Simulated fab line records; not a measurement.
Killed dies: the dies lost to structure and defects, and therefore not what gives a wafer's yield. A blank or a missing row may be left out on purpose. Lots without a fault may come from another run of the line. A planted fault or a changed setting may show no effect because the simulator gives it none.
fab line records    flow n5_finfet
record: lots: 4  wafers: 12  last_day: 17
route steps=1938 shown BEOL_M13@1704 BEOL_M14@1716 PASSIVATION@1936
lots that met no fault: taken from a fault-free run of the same line
start_h: start of the lot's first displayed wafer, in hours after the record's first day    wait_h: hours elapsed since this lot's preceding step    " identical to the entry in the row above    L1.1+2: several wafers, shown together as one row    - value missing, or start not given    * or withheld: withheld    < > ~ a bound
route shown NAME@n: NAME is a module with steps in the file, n the number in the route of the first one    usual: mean and standard deviation over wafers with no fault    same: alike in all rows    chamber/n: place in a boat    sites: per-site readings    _std_site: their standard deviation    _edge_site: outer sites' mean less inner sites'    radius_mm: for every site, how far away it sits from the centre of the wafer    mask NAME#n: copy n    behind: the tool/chamber that last shaped the wafer    hold: what put the lot on hold/how long, in hours/how the hold closed    device: whichever transistor did not switch (one of n, p or np)    end of line: tests of these same wafers at the route's end    step lacking rows: just its recipe    killed: dies that structure and defects cost at the first sort, which is not the same as the wafer's yield    map: a wafer's dies, marking killed ones x, the rest . and places with no die _
set.NAME: the setting as run; set.NAME@STEP: as run at that earlier step    model.NAME: the simulator's own value behind a step, which no gauge read
certain route steps with their lots: each step a table, each wafer a row
services: when a tool's chamber went out of use (start_h, in hours from the record's first day, below 0 if earlier), for how many hours, and the reason
== steps ==
step: N5_BEOL_M13_PRE_CLEAN_42
recipe: gas: H2/He  time_s: 30  temp_c: 250
step: N5_BEOL_M13_SPUTTER_43
recipe: material: TaN  target_thk_a: 150  temp_c: 50  bias_v: 168.6  power_w: 15000  chamber_pressure_pa: 0.12  time_s: 24.19
step: N5_BEOL_M13_SPUTTER_44
recipe: material: Ta  target_thk_a: 100  temp_c: 50  bias_v: 80  power_w: 15000  chamber_pressure_pa: 0.07  time_s: 16.13
step: N5_BEOL_M13_SPUTTER_45
recipe: material: Cu  target_thk_a: 800  temp_c: -20  bias_v: 60  power_w: 26000  chamber_pressure_pa: 0.13  time_s: 13.33
step: N5_BEOL_M13_ECD_47
recipe: material: Cu  target_thk_a: 9360
step: N5_BEOL_M13_ANNEAL_48
recipe: temp_c: 225  time_s: 90  ambient: N2
step: N5_BEOL_M13_CMP_49
recipe: stop_on: SiOC  t_overpolish_s: 17.1  down_force_psi: 1  platen_rpm: 50  clearing_platen_down_force_psi: 1.5  clearing_platen_rpm: 50  post_cmp_clean: cu_alkaline  target_thk_nm: 420  clearing_platen_pad_velocity_m_s: 0.99484  pad_velocity_m_s: 0.99484
step: N5_BEOL_M13_PRE_CLEAN_52
recipe: gas: NH3  time_s: 15  temp_c: withheld  rf_power_w: 300
step: N5_BEOL_M13_DEP_53
recipe: material: SiCN  target_thk_a: 500  temp_c: withheld  precursor: 3MS/NH3  pressure_torr: 3  rf_w: 675  time_s: 17.8
step: N5_BEOL_M14_ILD_DEP_00
recipe: material: SiO2  target_thk_a: 11193  temp_c: 400  precursor: TEOS/O2  pressure_torr: 6.5  rf_w: 900  teos_flow_sccm: 161.4  gas: O2  flow_sccm: 2650  time_s: 237.4
usual: heater_power_w: 560/79  rf_fwd_power_W: 897.3/2.8  run_length_s: 280.1/0.4  showerhead_plenum_p_Torr: 8.35/0.032  throttle_valve_pct: 18.6/1.2
lot.wafer  tool      chamber  start_h  wait_h  heater_power_w  rf_fwd_power_W  run_length_s  showerhead_plenum_p_Torr  since_wet_clean_h  throttle_valve_pct  model.SiO2_of_BEOL_M14_ILD_DEP_00.thk_nm
L389.2     pecvd-04  2        229.67   0.0     579             896.5           279.8         8.40                      180                16.6                1125
L389.4     "         2        "        "       635             893.6           279.9         8.42                      -                  16.6                1143
L389.5     "         0        "        "       542             904.2           280.1         8.30                      -                  18.5                1139
L404.1     pecvd-04  1        335.50   0.0     561             -               170.8         8.34                      1764               20.6                621
L404.3     "         2        "        "       574             -               169.3         8.43                      285                16.7                620
L404.4     "         1        "        "       634             895.7           280.3         8.35                      -                  20.6                1163
L405.2     pecvd-04  1        342.54   0.0     546             898.5           280.9         8.33                      1771               20.2                1147
L405.5     "         2        "        "       559             -               169.8         8.40                      -                  16.7                633
L405.6     "         1        "        "       602             899.3           281.2         8.32                      -                  20.4                1157
L412.3     pecvd-02  0        378.45   0.0     700             897.1           280.2         8.35                      1264               20.1                1115
L412.4     "         0        "        "       528             895.9           280.0         8.36                      -                  19.9                1137
L412.6     "         1        "        "       580             896.0           279.4         8.34                      -                  19.0                1142
step: N5_BEOL_M14_THK_MEAS_01
recipe: reads: SiO2_of_BEOL_M14_ILD_DEP_00
usual: M14_ILD_THK: 1129/15
lot.wafer  tool           chamber  start_h  wait_h  M14_ILD_THK[nm]
L389.2     film_metro-01  -        229.86   0.1     1124
L389.4     "              -        "        "       1144
L389.5     "              -        "        "       1138
L404.1     film_metro-01  -        335.69   0.1     621
L404.3     "              -        "        "       620
L404.4     "              -        "        "       1163
L405.2     film_metro-01  -        342.73   0.1     1146
L405.5     "              -        "        "       633
L405.6     "              -        "        "       1157
L412.3     film_metro-01  -        378.64   0.1     1115
L412.4     "              -        "        "       1136
L412.6     "              -        "        "       1142
step: N5_BEOL_M14_COAT_58
recipe: resist: BARC  temp_c: 205  time_s: 60  spin_rpm: 1500  resist_thk_nm: 89
step: N5_BEOL_M14_COAT_04
recipe: spin_rpm: 1704  resist_thk_nm: 800
step: N5_BEOL_M14_EBR_06
recipe: solvent: PGMEA  ebr_width_mm: 1.5
step: N5_BEOL_M14_SOFTBAKE_05
recipe: temp_c: 130  time_s: 60
step: N5_BEOL_M14_EXPOSE_07
recipe: mask_id: V13  na: 0.8  source_shape: annular  sigma_inner: 0.5  sigma_outer: 0.8  polarization: unpolarized  attpsm_phase_deg: 180  dose_mj: 57
step: N5_BEOL_M14_PEB_08
recipe: peb_temp_c: 130  peb_time_s: 90
step: N5_BEOL_M14_DEVELOP_09
recipe: develop_time_s: 45  rinse_liquid: diw  dry: air_spin  dev_temp_c: 21
step: N5_BEOL_M14_HARDBAKE_14
recipe: temp_c: 130  time_s: 120
step: N5_BEOL_M14_DESCUM_15
recipe: chemistry: O2  time_s: 7.9  source_power_w: 50  bias_power_w: 20  pressure_mtorr: 20  rf_frequency_hz: 2.712e+07  temp_c: 40  o2_flow_sccm: 225
step: N5_BEOL_M14_ETCH_59
recipe: chemistry: N2/H2  target: BARC  target_depth_a: 890  overetch_a: 267  time_s: 67.9  ion_energy_ev: 200  pressure_mtorr: 30  source_w: 840  bias_w: 150  n2_flow_sccm: 200  h2_flow_sccm: 200
step: N5_BEOL_M14_VIA_ETCH_16
recipe: chemistry: C4F8/O2/Ar  target: SiO2  he_inner_torr: 15  he_outer_torr: 30  target_depth_a: 12313  time_s: withheld  ion_energy_ev: 800  pressure_mtorr: 20  source_w: 1905  bias_w: 2040  Ar_flow_sccm: 400  C4F8_flow_sccm: 16  O2_flow_sccm: 12  ends: cleared
usual: drypump_motor_current_A: 5.7/0.43  mfc_ar_sccm: 400.0/1.3  oes_product_au: 0.71/0.078  rf_fwd_power_W: 1900/6.2  rf_vpp_V: 2230/35  showerhead_plenum_p_Torr: 3.42/0.12  throttle_valve_pct: 30.79/0.2
lot.wafer  tool         chamber  start_h  wait_h  drypump_motor_current_A  mfc_ar_sccm  oes_product_au  rf_fwd_power_W  rf_vpp_V  showerhead_plenum_p_Torr  throttle_valve_pct  model.etch.depth_nm  model.coat_of_BEOL_M14_COAT_04.thk_nm
L389.2     rie_diel-03  3        230.34   0.0     5.6                      399.7        0.77            1902            2233      3.35                      30.82               1125                 450.6
L389.4     "            1        "        "       5.3                      399.6        0.84            1902            2287      3.49                      30.91               1143                 442.8
L389.5     "            2        "        "       6.1                      398.9        0.66            1896            2218      3.29                      30.84               1139                 442.8
L404.1     rie_diel-03  2        336.21   0.0     6.2                      399.7        0.63            1897            2214      3.27                      30.88               621.1                570.6
L404.3     "            3        "        "       5.7                      400.2        0.73            1895            2232      3.33                      30.87               619.9                571.4
L404.4     "            1        "        "       5.4                      400.1        0.79            1914            2284      3.47                      30.94               1163                 441.6
L405.2     rie_diel-05  0        343.34   0.0     5.7                      399.9        0.61            1906            2158      3.38                      30.95               1147                 451.2
L405.5     "            2        "        "       5.6                      400.2        0.63            1905            2281      3.54                      30.63               633                  570.4
L405.6     "            3        "        "       5.2                      399.6        0.74            1898            2252      3.35                      31.15               1157                 445.2
L412.3     rie_diel-03  1        379.12   0.0     5.3                      399.9        0.76            1899            2283      3.47                      30.97               1115                 447.6
L412.4     "            0        "        "       6.1                      399.8        0.68            1901            2211      3.31                      31.08               1137                 439
L412.6     "            3        "        "       5.6                      400.7        0.72            1899            2231      3.33                      30.88               1142                 441.8
step: N5_BEOL_M14_STRIP_63
recipe: chemistry: O2  power_w: 600  temp_c: 60  pressure_mtorr: 30  rf_frequency_hz: 6e+07  bias_power_w: 0  overash_fraction: 0.3  o2_flow_sccm: 225
step: N5_BEOL_M14_STRIP_64
recipe: chemistry: O2  power_w: 600  temp_c: 60  pressure_mtorr: 30  rf_frequency_hz: 6e+07  bias_power_w: 0  overash_fraction: 0.3  o2_flow_sccm: 225
step: N5_BEOL_M14_STRIP_71
recipe: chemistry: post_etch_residue_remover  time_s: 60  temp_c: 25  remover_ph: withheld  remover_water_wt_pct: withheld  remover_fluoride_wt_pct: withheld
step: N5_BEOL_M14_SRD_72
recipe: time_s: 30  temp_c: 23  rinse_liquid: diw  dry: n2_spin  spin_rpm: 1500  dry_time_s: 30
step: N5_BEOL_M14_COAT_65
recipe: resist: SOC  temp_c: 250  time_s: 60  spin_rpm: 1500  resist_thk_nm: 450
step: N5_BEOL_M14_COAT_66
recipe: resist: SiARC  temp_c: 220  time_s: 60  spin_rpm: 1500  resist_thk_nm: 110
step: N5_BEOL_M14_COAT_22
recipe: spin_rpm: 2888  resist_thk_nm: 300
step: N5_BEOL_M14_EBR_24
recipe: solvent: PGMEA  ebr_width_mm: 1.5
step: N5_BEOL_M14_SOFTBAKE_23
recipe: temp_c: 130  time_s: 60
step: N5_BEOL_M14_EXPOSE_25
recipe: mask_id: M14  na: 0.8  source_shape: annular  sigma_inner: 0.5  sigma_outer: 0.8  polarization: unpolarized  target_cd_nm: 280  dose_mj: 26.6
step: N5_BEOL_M14_PEB_26
recipe: peb_temp_c: 130  peb_time_s: 90
step: N5_BEOL_M14_DEVELOP_27
recipe: develop_time_s: 45  rinse_liquid: diw  dry: air_spin  dev_temp_c: 21
step: N5_BEOL_M14_HARDBAKE_32
recipe: temp_c: 130  time_s: 120
step: N5_BEOL_M14_CMP_49
recipe: stop_on: SiO2  t_overpolish_s: 5.2  down_force_psi: 2  platen_rpm: 80  clearing_platen_down_force_psi: 2  clearing_platen_rpm: 80  post_cmp_clean: cu_alkaline  target_thk_nm: 560  clearing_platen_pad_velocity_m_s: 1.5917  pad_velocity_m_s: 1.5917
usual: motor_current_A: 8.0/0.81  pad_life_wafers: 956/420  platen_rpm: 80.00/0.049
lot.wafer  tool    chamber  start_h  wait_h  motor_current_A  pad_life_wafers  platen_rpm  model.SiO2_of_BEOL_M14_ILD_DEP_00.thk_nm
L389.2     cmp-04  3        233.54   0.2     9.1              132              79.92       1045
L389.4     "       0        "        "       8.1              133              80.03       1061
L389.5     "       3        "        "       9.9              -                79.90       1058
L404.3     cmp-04  2        338.89   0.2     7.3              985              79.93       541
L404.4     "       3        "        "       9.8              986              79.94       1083
L404.1     "       0        "        "       8.5              987              79.98       542
L405.2     cmp-04  1        351.66   0.2     7.9              1098             80.02       1066
L405.6     "       1        "        "       8.1              -                80.02       1076
L405.5     "       2        "        "       7.3              -                79.99       554
L412.3     cmp-03  3        382.28   0.2     7.7              1776             80.00       1034
L412.4     "       1        "        "       6.9              1778             80.00       1056
L412.6     "       3        "        "       7.7              -                80.08       1062
step: N5_PASSIVATION_PROBE_49
usual: defect_limited_yield: 91.3/1.5  killed_at_M0_to_M3: 34/11  killed_at_M4_up: 14/6.1  killed_at_contacts: 12/5.9  killed_at_front_end: 39/11  killed_at_other: 4/3.3  killed_dies: 102/18  killed_open: 67/13  killed_short: 33/7.9  sort_bin_5_function: 5.1/1  sort_bin_6_memory: 3.3/0.7  sort_n_pass: 1077/19  sort_yield_pct: 91.3/1.6
same: gross_dies: 1180  killed_at_back_side: 0  sort_bin_4_leakage[%]: 0  sort_bin_8_speed[%]: 0
lot.wafer  tool       chamber  start_h  wait_h  defect_limited_yield[%]  killed_at_M0_to_M3  killed_at_M4_up  killed_at_contacts  killed_at_front_end  killed_at_other  killed_dies  killed_open  killed_short  sort_bin_5_function[%]  sort_bin_6_memory[%]  sort_n_pass  sort_yield_pct[%]
L404.1     prober-01  -        360.51   0.0     95.2                     19                  4                9                   24                   1                57           42           15            2.6                     2.1                   1123         95.2
L404.3     prober-01  -        360.61   0.1     91.9                     18                  7                20                  48                   3                96           59           36            4.7                     3.0                   1084         91.9
L404.4     prober-01  -        360.66   0.2     93.0                     20                  7                15                  39                   2                83           59           20            4.1                     2.8                   1097         93.0
L405.5     prober-02  -        376.49   0.2     90.5                     28                  38               7                   34                   5                112          80           24            5.8                     3.1                   1068         90.5
killed by level:class
L404.1 BEOL_M2:geometric_particle:open=9 MOL_CONTACT_COAG:geometric_particle:open=8 FIN_SAQP:geometric_particle:short=7 DUMMY_GATE:geometric_particle:open=6 BEOL_M1:geometric_particle:open=5 DUMMY_GATE:geometric_particle:short=3 STARTING-WAFER:geometric_particle:open=3 STI_FIN_REVEAL:geometric_particle:open=2
L404.3 MOL_CONTACT_COAG:geometric_particle:open=16 FIN_SAQP:geometric_particle:short=8 STI_FIN_REVEAL:geometric_particle:open=8 DUMMY_GATE:geometric_particle:open=7 STARTING-WAFER:geometric_particle:short=7 BEOL_M0_SAQP:geometric_particle:open=5 MOL_CONTACT_COAG:geometric_particle:short=4 GATE_CUT:geometric_particle:short=4
L404.4 DUMMY_GATE:geometric_particle:open=11 MOL_CONTACT_COAG:geometric_particle:open=10 STI_FIN_REVEAL:geometric_particle:open=8 FIN_SAQP:geometric_particle:open=5 BEOL_M2:geometric_particle:open=4 DUMMY_GATE:geometric_particle:short=3 GATE_CUT:geometric_particle:open=3 MOL_CONTACT_COAG:geometric_particle:short=3
L405.5 BEOL_M4:geometric_particle:open=20 BEOL_M2:geometric_particle:open=10 FIN_SAQP:geometric_particle:open=7 STI_FIN_REVEAL:geometric_particle:open=7 DUMMY_GATE:geometric_particle:open=5 MOL_CONTACT_COAG:geometric_particle:open=5 BEOL_M3:geometric_particle:open=5 BEOL_M5:geometric_particle:open=5
== services ==
tool         chamber  start_h  hours  kind
cmp-04       -        206.70   4.0    pm
pecvd-02     1        207.07   5.5    scheduled_down
cmp-04       -        210.70   -      consumable_replace:conditioner
cmp-04       -        210.70   -      consumable_replace:pad
pecvd-02     2        213.03   5.5    scheduled_down
cmp-04       -        217.95   6.5    repair
rie_diel-03  0        223.19   7.0    repair
cmp-03       -        234.33   1.3    repair
rie_diel-05  1        280.42   2.5    repair
cmp-03       -        281.47   1.8    repair
pecvd-02     -        303.54   3.5    repair
cmp-04       -        308.37   1.9    repair
rie_diel-05  0        343.60   -      clean
rie_diel-05  0        343.60   -      consumable_replace:focus_ring
rie_diel-05  0        343.60   13.6   scheduled_down
rie_diel-05  0        343.60   13.6   vent_cycle
cmp-03       -        344.84   5.9    pm
rie_diel-05  1        357.20   -      clean
rie_diel-05  1        357.20   -      consumable_replace:focus_ring
rie_diel-05  1        357.20   21.8   scheduled_down
rie_diel-05  1        357.20   21.8   vent_cycle
pecvd-04     1        377.36   3.4    repair
rie_diel-05  2        379.05   -      clean
pecvd-02     -        381.79   0.9    repair
== key ==
first_sign: step: N5_BEOL_M14_ILD_DEP_00  reading: run_length_s  direction: down  sigmas: 99+  usual: *  struck: *
effect: step: N5_BEOL_M14_THK_MEAS_01  reading: M14_ILD_THK  direction: down  sigmas: 33  usual: 1129  struck: 625
model_effect: step: N5_BEOL_M14_ILD_DEP_00  value: SiO2_of_BEOL_M14_ILD_DEP_00.thk_nm  without: 1141  struck: 624.7
model_effect: step: N5_BEOL_M14_VIA_ETCH_16  value: etch.depth_nm  without: 1141  struck: 624.7
model_effect: step: N5_BEOL_M14_CMP_49  value: SiO2_of_BEOL_M14_ILD_DEP_00.thk_nm  without: 1062  struck: 545.7
met_at N5_BEOL_M14_ILD_DEP_00
struck_wafers L404.1,L404.3,L405.5
onset_between 229.67 335.50
fault: kind: process_parameter_drift  tool: pecvd-04  chamber: -  onset_h: 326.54  steps: N5_BEOL_M14_ILD_DEP_00  channel: time_s  offset: *  shape: step  end_h: 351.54  scope: struck_wafers_only  acts_in: *  stated: *
